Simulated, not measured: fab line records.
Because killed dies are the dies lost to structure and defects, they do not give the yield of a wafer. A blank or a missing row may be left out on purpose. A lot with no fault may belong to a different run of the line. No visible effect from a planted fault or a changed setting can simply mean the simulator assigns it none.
The tool behind it: which one? | flow nand harc | Sampling: 14 lots, 40 wafers, 5 of 1302 route steps

WHAT EACH GAUGE READ, for each wafer
NHARC_THIN_TSV_CD_MEAS_16. Usual: cd nm at 1000.4 nm, with a standard deviation of 2.3.
lot  | measured     | on        | cd nm (nm)           | flag
L434 | day 23 11:08 | cd sem-01 | 999.4 998.9 997.2    |
L436 | day 24 01:55 | cd sem-01 | 1003.4 1001.9 997.9  |
L438 | day 25 14:13 | cd sem-02 | 1001.5 1002.0 1006.0 |
L437 | day 25 13:01 | cd sem-02 | 995.1 998.7 1001.0   |
L439 | day 25 11:48 | cd sem-01 | 998.0 999.9 997.7    |
L442 | day 26 23:49 | cd sem-01 | 1000.6 997.4 999.9   |
L441 | day 27 04:08 | cd sem-03 | 999.3 997.4 1000.3   |
L444 | day 27 20:56 | cd sem-03 | 1000.2 1002.3 996.0  |
L446 | day 28 19:52 | cd sem-01 | 997.2 1004.7 1000.6  |
L448 | day 29 00:24 | cd sem-03 | 999.8 999.7 998.2    |
L449 | day 29 23:58 | cd sem-01 | 1002.6 1000.7 998.9  |
L450 | day 30 04:04 | cd sem-01 | 1001.9 998.2         |

NHARC_THIN_TSV_INSPECT_40. Usual: raw defect count at 566, with a standard deviation of 100.
lot  | measured     | on                | raw defect count | flag
L434 | day 23 22:13 | defect inspect-02 | 584 446 588      |
L436 | day 24 12:40 | defect inspect-01 | 618 658 672      |
L438 | day 26 00:54 | defect inspect-02 | 522 555 518      |
L437 | day 26 00:53 | defect inspect-01 | 479 490 417      |
L439 | day 26 00:53 | defect inspect-02 | 366 437 449      |
L442 | day 27 11:41 | defect inspect-02 | 561 603 590      |
L441 | day 27 17:31 | defect inspect-01 | 613 550 492      |
L444 | day 28 06:51 | defect inspect-02 | 591 553 553      |
L446 | day 29 08:29 | defect inspect-01 | 495 433 400      |
L448 | day 29 08:29 | defect inspect-02 | 517 577 567      |
L449 | day 30 10:51 | defect inspect-01 | 795 700 629      |
L450 | day 30 15:22 | defect inspect-02 | 574 547          |

NHARC_END_SORT_01. Usual: killed at array 52, standard deviation 18; killed at other 1.0, standard deviation 1.4; killed at periphery 3.1, standard deviation 2.3; killed dies 56, standard deviation 17; killed open 3.0, standard deviation 1.7; killed short 2.5, standard deviation 1.7.
lot  | measured     | on        | killed at array | killed at other | killed at periphery | killed dies | killed open | killed short | flag
L451 | day 30 13:52 | prober-01 | 675 674         | 0 0             | 2 3                 | 677 677     | 1 4         | 2 2          | OFF
L450 | day 30 23:15 | prober-02 | 49 670 41       | 2 1 2           | 7 6 3               | 58 677 46   | 3 0 2       | 1 2 3        | OFF
L454 | day 32 03:44 | prober-01 | 676 676         | 0 0             | 1 1                 | 677 677     | 4 3         | 3 0          | OFF

TOOL THAT RAN EACH LOT (tool first, then ch and the chambers of the sampled wafers, then the start)
lot  | NHARC_A_WL_FILL_CVD_03        | NHARC_THIN_TSV_ETCHBACK_48
L434 | cvd w-01 ch 0,1, day 19 20:58 | rie diel-06 ch 1,2,3, day 23 12:31
L436 | cvd w-02 ch 1, day 20 17:37   | rie diel-07 ch 1,2, day 24 03:11
L438 | cvd w-02 ch 0,1, day 22 01:52 | rie diel-11 ch 2,3, day 25 15:30
L437 | cvd w-01 ch 0,1, day 22 02:05 | rie diel-06 ch 0,1, day 25 14:17
L439 | cvd w-02 ch 0,1, day 22 05:47 | rie diel-06 ch 1,2, day 25 13:04
L442 | cvd w-02 ch 0,1, day 23 13:26 | rie diel-11 ch 0,1,3, day 27 01:19
L441 | cvd w-02 ch 0,1, day 23 17:06 | rie diel-07 ch 0,1,3, day 27 05:25
L444 | cvd w-02 ch 0,1, day 24 11:09 | rie diel-06 ch 0,2,3, day 27 22:14
L446 | cvd w-02 ch 0,1, day 25 07:38 | rie diel-07 ch 0,1,3, day 28 21:10
L448 | cvd w-02 ch 0,1, day 25 18:48 | rie diel-07 ch 1,2,3, day 29 01:41
L449 | cvd w-02 ch 1, day 26 11:14   | rie diel-06 ch 1,2,3, day 30 01:16
L451 | cvd w-02 ch 0, day 26 15:15   | -
L450 | cvd w-02 ch 0,1, day 26 23:40 | rie diel-07 ch 0,2, day 30 05:32
L454 | cvd w-02 ch 0, day 28 06:40   | -
- NHARC_A_WL_FILL_CVD_03: deposits W, target thk 40 nm, time 279 s.
- NHARC_THIN_TSV_ETCHBACK_48: etches the open film in C4F8/Ar, target depth 1028.5 nm, time 405.17 s.

AS READ BY THE TOOLS THEMSELVES (means over the sampled wafers that have a number; for cases with no such wafer, the mark the record gives instead)
NHARC_A_WL_FILL_CVD_03. Usual: chamber pressure Torr 39.99 Torr, standard deviation 0.08; heater power w 472 W, standard deviation 46; throttle valve pct 8.03 %, standard deviation 0.22.
lot  | tool     | chamber pressure Torr (Torr) | heater power w (W) | throttle valve pct (%) | flag
L434 | cvd w-01 | 39.98                        | 513                | 8.22                   |
L436 | cvd w-02 | 39.98                        | 411                | 7.82                   |
L438 | cvd w-02 | 40.07                        | 486                | 7.84                   |
L437 | cvd w-01 | 40.05                        | 513                | 8.32                   |
L439 | cvd w-02 | 39.93                        | 454                | 7.93                   |
L442 | cvd w-02 | 39.99                        | 479                | 7.90                   |
L441 | cvd w-02 | 39.95                        | 443                | 8.12                   |
L444 | cvd w-02 | 39.97                        | 448                | 8.03                   |
L446 | cvd w-02 | 39.99                        | 450                | 8.06                   |
L448 | cvd w-02 | 39.96                        | 479                | 7.78                   |
L449 | cvd w-02 | 40.03                        | 411                | 8.20                   |
L451 | cvd w-02 | 39.98                        | 516                | 8.05                   |
L450 | cvd w-02 | 39.95                        | 442                | 8.05                   |
L454 | cvd w-02 | 40.00                        | 500                | 7.98                   |

NHARC_THIN_TSV_ETCHBACK_48. Usual: oes product au 0.943 a.u., standard deviation 0.03; rf vpp V 547.3 V, standard deviation 2.9.
lot  | tool        | oes product au (a.u.) | rf vpp V (V) | flag
L434 | rie diel-06 | 0.921                 | 545.3        |
L436 | rie diel-07 | 0.951                 | 548.6        |
L438 | rie diel-11 | 0.955                 | 548.7        |
L437 | rie diel-06 | 0.925                 | 547.8        |
L439 | rie diel-06 | 0.918                 | 544.0        |
L442 | rie diel-11 | 0.956                 | 549.5        |
L441 | rie diel-07 | 0.909                 | 545.1        |
L444 | rie diel-06 | 0.919                 | 547.4        |
L446 | rie diel-07 | 0.946                 | 545.2        |
L448 | rie diel-07 | 0.972                 | 546.2        |
L449 | rie diel-06 | 0.963                 | 546.3        |
L450 | rie diel-07 | 1.003                 | 549.0        |

THE ANSWER, worked out from the rows above alone
Rule: a lot counts as off when the mean over its wafers that have a number is more than 3 standard deviations away from the usual mean. Also off: a lot with no number at a reading for which 4 or more lots have one. Where the step has rows for the other lots, those lots are counted as sound. Order of review: gauges by route order, followed by the tools' own readings, for which a lot's mean as printed above is used. The first step at which some lot is off is used, and at that step the reading that is off furthest; a lot without a number counts as furthest.
Off: L451, L450, L454 (NHARC_END_SORT_01, killed dies). Neither off nor sound, because the step has no rows for them: L434, L436, L438, L437, L439, L442, L441, L444, L446, L448, L449.
A tool fits if, at a process step before that reading, it ran every lot that is off, and no sound lot after the first of them. The gauges at NHARC_END_SORT_01 are tried like those tools. One fits: cvd w-02 at NHARC_A_WL_FILL_CVD_03. It ran no sound lot before its first lot that is off in this sample, so the start can't be narrowed down.

WHAT WAS PUT IN BY THE SIMULATOR
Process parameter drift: cvd w-02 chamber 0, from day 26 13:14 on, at NHARC_A_WL_FILL_CVD_03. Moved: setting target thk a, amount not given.
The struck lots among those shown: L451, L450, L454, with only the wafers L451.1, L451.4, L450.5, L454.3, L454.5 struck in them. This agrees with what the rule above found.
